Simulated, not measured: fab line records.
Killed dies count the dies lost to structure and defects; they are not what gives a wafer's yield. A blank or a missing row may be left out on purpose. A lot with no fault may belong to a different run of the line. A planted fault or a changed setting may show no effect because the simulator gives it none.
fab line records    flow nand-harc    part 2 of 2: steps 24 to 31 of 31
[record] lots = 5  wafers = 15  last-day = 23
route steps=1159 shown A_CONTACT@847
lots with no fault: from the same line, run without faults
start-h: the number of hours between the record's first day and the start of the first shown wafer of the lot    wait-h: time in hours since the lot's previous step    " the same as in the row above    L1.1+2: one row covering several wafers at once    - no value, or no start was given    * or withheld: withheld    < > ~ a bound
route shown NAME@n: NAME is a module with steps in the file, n the number in the route of the first one    usual: mean and standard deviation over wafers with no fault    same: alike in all rows    chamber/n: place in a boat    sites: the reading at each site    _std_site: the values' standard deviation    _edge_site: the outer-site mean with the inner-site mean subtracted    radius-mm: for every site, how far away it sits from the centre of the wafer    mask NAME#n: copy n    behind: the last tool/chamber to shape the wafer    hold: reason for holding the lot/hours on hold/outcome of the hold    device: the n, p or np transistor that did not switch    end of line: the route-end tests of the same wafers    a step without rows: its recipe alone    killed: at the first sort, the dies lost to defects and structure; wafer yield is something else    map: per-die view of a wafer (x killed, . not killed, _ where there is no die)
set.NAME: the setting that was run; set.NAME@STEP: the one run at that earlier step    model.NAME: the simulator's own value behind a step, which no gauge read
certain route steps with their lots: each step a table, each wafer a row
services: from which hour (start-h, from the record's first day; less than 0 if before it) a tool's chamber was out of use, for how many hours, and why
[[steps]]
[step NHARC_A_CONTACT_ETCH_119]
[recipe] source-w = withheld  pressure-mtorr = 20  bias-v = 3000  time-s = 94  target-depth-a = 9220  ar-flow-sccm = withheld  c4f8-flow-sccm = withheld  o2-flow-sccm = withheld  chemistry = C4F8/O2/Ar
lot.wafer  tool             chamber  start-h  wait-h  rf-hours-counter-h
L075.2     har-cap-etch-02  1        378.05   0.1     10
L075.3     "                0        "        "       -
L075.5     "                1        "        "       -
L077.2     har-cap-etch-01  0        386.65   0.1     57
L077.3     "                1        "        "       -
L077.5     "                1        "        "       -
L085.4     har-cap-etch-01  0        462.77   0.1     -
L085.3     "                1        "        "       -
L085.6     "                1        "        "       -
L092.1     har-cap-etch-01  1        486.82   0.1     75
L092.4     "                0        "        "       -
L092.5     "                0        "        "       -
L093.1     har-cap-etch-02  1        493.06   0.1     29
L093.4     "                1        "        "       -
L093.3     "                0        "        "       -
[step NHARC_A_CONTACT_ETCH_120]
[recipe] source-w = withheld  pressure-mtorr = 20  bias-v = 3000  time-s = 94  target-depth-a = 9220  ar-flow-sccm = withheld  c4f8-flow-sccm = withheld  o2-flow-sccm = withheld  chemistry = C4F8/O2/Ar
lot.wafer  tool             chamber  start-h  wait-h  rf-hours-counter-h
L075.2     har-cap-etch-02  1        378.14   0.1     10
L075.3     "                0        "        "       -
L075.5     "                1        "        "       -
L077.2     har-cap-etch-01  0        386.74   0.1     57
L077.3     "                1        "        "       -
L077.5     "                1        "        "       -
L085.4     har-cap-etch-01  0        462.86   0.1     -
L085.3     "                1        "        "       -
L085.6     "                1        "        "       -
L092.1     har-cap-etch-01  1        486.91   0.1     75
L092.4     "                0        "        "       -
L092.5     "                0        "        "       -
L093.1     har-cap-etch-02  1        493.15   0.1     29
L093.4     "                1        "        "       -
L093.3     "                0        "        "       -
[step NHARC_A_CONTACT_ETCH_121]
[recipe] source-w = withheld  pressure-mtorr = 20  bias-v = 3000  time-s = 94  target-depth-a = 9220  ar-flow-sccm = withheld  c4f8-flow-sccm = withheld  o2-flow-sccm = withheld  chemistry = C4F8/O2/Ar
lot.wafer  tool             chamber  start-h  wait-h  rf-hours-counter-h
L075.2     har-cap-etch-02  1        378.23   0.1     10
L075.3     "                0        "        "       -
L075.5     "                1        "        "       -
L077.2     har-cap-etch-01  0        386.84   0.1     57
L077.3     "                1        "        "       -
L077.5     "                1        "        "       -
L085.4     har-cap-etch-01  0        462.95   0.1     -
L085.3     "                1        "        "       -
L085.6     "                1        "        "       -
L092.1     har-cap-etch-01  1        487.00   0.1     75
L092.4     "                0        "        "       -
L092.5     "                0        "        "       -
L093.1     har-cap-etch-02  1        493.24   0.1     30
L093.4     "                1        "        "       -
L093.3     "                0        "        "       -
[step NHARC_A_CONTACT_ETCH_122]
[recipe] source-w = withheld  pressure-mtorr = 20  bias-v = 3000  time-s = 95  target-depth-a = 9300  ar-flow-sccm = withheld  c4f8-flow-sccm = withheld  o2-flow-sccm = withheld  chemistry = C4F8/O2/Ar
lot.wafer  tool             chamber  start-h  wait-h  rf-hours-counter-h
L075.2     har-cap-etch-02  1        378.32   0.1     10
L075.3     "                0        "        "       -
L075.5     "                1        "        "       -
L077.2     har-cap-etch-01  0        386.93   0.1     57
L077.3     "                1        "        "       -
L077.5     "                1        "        "       -
L085.4     har-cap-etch-01  0        463.04   0.1     -
L085.3     "                1        "        "       -
L085.6     "                1        "        "       -
L092.1     har-cap-etch-01  1        487.09   0.1     75
L092.4     "                0        "        "       -
L092.5     "                0        "        "       -
L093.1     har-cap-etch-02  1        493.33   0.1     30
L093.4     "                1        "        "       -
L093.3     "                0        "        "       -
[step NHARC_A_CONTACT_ETCH_123]
[recipe] source-w = withheld  pressure-mtorr = 20  bias-v = 400  time-s = 253  target-depth-a = 10900  ar-flow-sccm = withheld  c4f8-flow-sccm = 11.5  o2-flow-sccm = 7.2  chemistry = C4F8/O2/Ar
lot.wafer  tool             chamber  start-h  wait-h  rf-hours-counter-h
L075.2     har-cap-etch-02  1        378.41   0.1     10
L075.3     "                0        "        "       -
L075.5     "                1        "        "       -
L077.2     har-cap-etch-01  0        387.02   0.1     57
L077.3     "                1        "        "       -
L077.5     "                1        "        "       -
L085.4     har-cap-etch-01  0        463.21   0.2     -
L085.3     "                1        "        "       -
L085.6     "                1        "        "       -
L092.1     har-cap-etch-01  1        487.22   0.1     75
L092.4     "                0        "        "       -
L092.5     "                0        "        "       -
L093.1     har-cap-etch-02  1        493.42   0.1     30
L093.4     "                1        "        "       -
L093.3     "                0        "        "       -
[step NHARC_A_CONTACT_ETCH_90]
[recipe] target-depth-a = 400  over-etch-frac = 0.5  time-s = 85.7  ion-energy-ev = 120  ch3f-flow-sccm = 50  o2-flow-sccm = 30  ar-flow-sccm = 200  rf-w = 500  bias-w = 100  chemistry = CH3F/O2
[usual] drypump-motor-current-A = 5.5/0.33  oes-product-au = 0.96/0.037  rf-vpp-V = 243.5/1.9  showerhead-plenum-p-Torr = 2.40/0.12  throttle-valve-pct = 20.662/0.0088
lot.wafer  tool         chamber  start-h  wait-h  drypump-motor-current-A  oes-product-au  rf-hours-counter-h  rf-vpp-V  showerhead-plenum-p-Torr  throttle-valve-pct
L075.2     rie-diel-11  1        379.04   0.6     5.6                      0.93            1                   242.4     2.28                      20.656
L075.3     "            2        "        "       5.8                      0.91            1                   243.5     2.30                      20.657
L075.5     "            0        "        "       5.2                      0.92            -                   246.2     2.54                      20.665
L077.3     rie-diel-11  0        387.63   0.4     5.2                      1.00            3                   245.8     2.54                      20.660
L077.2     "            1        "        "       5.7                      1.00            3                   242.0     2.28                      20.660
L077.5     "            2        "        "       5.9                      0.99            -                   241.5     2.30                      20.654
L085.4     rie-diel-11  3        463.70   0.4     5.2                      0.92            15                  241.4     2.28                      20.670
L085.3     "            1        "        "       5.7                      0.93            14                  241.1     2.28                      20.661
L085.6     "            3        "        "       5.2                      0.92            -                   242.7     2.28                      20.668
L092.1     rie-diel-11  1        487.78   0.5     5.7                      0.92            20                  241.9     2.27                      20.659
L092.4     "            2        "        "       5.9                      0.92            22                  242.0     2.29                      20.671
L092.5     "            1        "        "       5.7                      0.92            -                   241.8     2.27                      20.646
L093.3     rie-diel-11  0        494.03   0.4     5.2                      1.00            21                  246.1     2.53                      20.658
L093.4     "            1        "        "       5.7                      0.99            22                  241.2     2.27                      20.667
L093.1     "            2        "        "       5.9                      1.00            23                  242.4     2.29                      20.662
[step NHARC_A_CONTACT_ETCH_96]
[recipe] target-depth-a = 200  over-etch-frac = 0.5  time-s = 10  ion-energy-ev = 250  c4f6-flow-sccm = 25  o2-flow-sccm = 20  ar-flow-sccm = 500  rf-w = 600  bias-w = 500  chemistry = C4F6/O2
[usual] drypump-motor-current-A = 5.5/0.33  oes-product-au = 0.975/0.026  rf-vpp-V = 545/4  showerhead-plenum-p-Torr = 3.81/0.19  throttle-valve-pct = 26.902/0.0088
lot.wafer  tool         chamber  start-h  wait-h  drypump-motor-current-A  oes-product-au  rf-hours-counter-h  rf-vpp-V  showerhead-plenum-p-Torr  throttle-valve-pct
L075.2     rie-diel-11  0        -        -       5.2                      0.955           1                   551       4.04                      26.900
L075.3     "            1        "        "       5.6                      0.941           1                   541       3.66                      26.911
L075.5     "            2        "        "       5.9                      0.930           -                   545       3.68                      26.883
L077.2     rie-diel-11  0        387.80   0.1     5.2                      1.006           3                   550       4.04                      26.902
L077.3     "            1        "        "       5.7                      0.991           3                   541       3.65                      26.915
L077.5     "            0        "        "       5.2                      0.998           -                   550       4.04                      26.894
L085.4     rie-diel-11  1        -        -       5.7                      0.946           14                  540       3.65                      26.903
L085.3     "            2        "        "       5.9                      0.942           16                  542       3.68                      26.924
L085.6     "            2        "        "       5.9                      0.942           -                   541       3.68                      26.901
L092.4     rie-diel-11  3        -        -       5.2                      0.953           20                  540       3.65                      26.897
L092.1     "            0        "        "       5.2                      0.980           20                  550       4.03                      26.910
L092.5     "            2        "        "       5.9                      0.949           -                   540       3.67                      26.896
L093.4     rie-diel-11  2        -        -       5.8                      0.989           23                  542       3.67                      26.906
L093.3     "            3        "        "       5.2                      1.002           21                  541       3.65                      26.913
L093.1     "            0        "        "       5.2                      0.999           21                  549       4.03                      26.911
[step NHARC_A_CONTACT_CD_MEAS_53]
[usual] cd-nm = 189.3/0.7
lot.wafer  tool       chamber  start-h  wait-h  cd-nm
L075.2     cd-sem-01  -        379.23   -       190.3
L075.3     "          -        "        "       190.8
L075.5     "          -        "        "       190.0
L077.2     cd-sem-03  -        387.88   -       189.1
L077.3     "          -        "        "       188.8
L077.5     "          -        "        "       190.0
L085.3     cd-sem-01  -        463.92   -       189.3
L085.4     "          -        "        "       189.7
L085.6     "          -        "        "       190.0
L092.1     cd-sem-02  -        488.03   -       189.0
L092.4     "          -        "        "       190.0
L092.5     "          -        "        "       189.3
L093.1     cd-sem-02  -        494.24   -       188.3
L093.3     "          -        "        "       188.8
L093.4     "          -        "        "       188.5
[[services]]
tool             chamber  start-h  hours  kind
rie-diel-10      -        353.62   9.0    pm
rie-diel-11      -        366.50   9.0    pm
rie-diel-11      0        366.50   9.0    vent-cycle
rie-diel-11      1        366.50   9.0    vent-cycle
rie-diel-11      2        366.50   9.0    vent-cycle
rie-diel-11      3        366.50   9.0    vent-cycle
arfi-scanner-01  -        368.00   4.0    pm
rie-diel-11      0        375.50   -      clean
rie-diel-11      1        375.50   -      clean
rie-diel-11      2        375.50   -      clean
rie-diel-11      3        384.36   7.9    repair
arfi-scanner-01  -        387.58   1.2    repair
arfi-scanner-02  -        400.90   0.9    repair
har-cap-etch-02  -        403.29   0.7    repair
har-cap-etch-02  -        409.52   0.7    repair
rie-diel-10      -        424.08   0.6    repair
arfi-scanner-02  -        428.01   4.0    pm
arfi-scanner-02  -        440.90   1.5    repair
litho-track-01   -        443.00   7.0    pm
arfi-scanner-02  -        455.96   1.2    repair
litho-track-06   -        467.00   7.0    pm
rie-diel-10      3        470.73   5.4    repair
arfi-scanner-02  -        490.70   90.4   repair
litho-track-04   -        491.00   7.0    pm
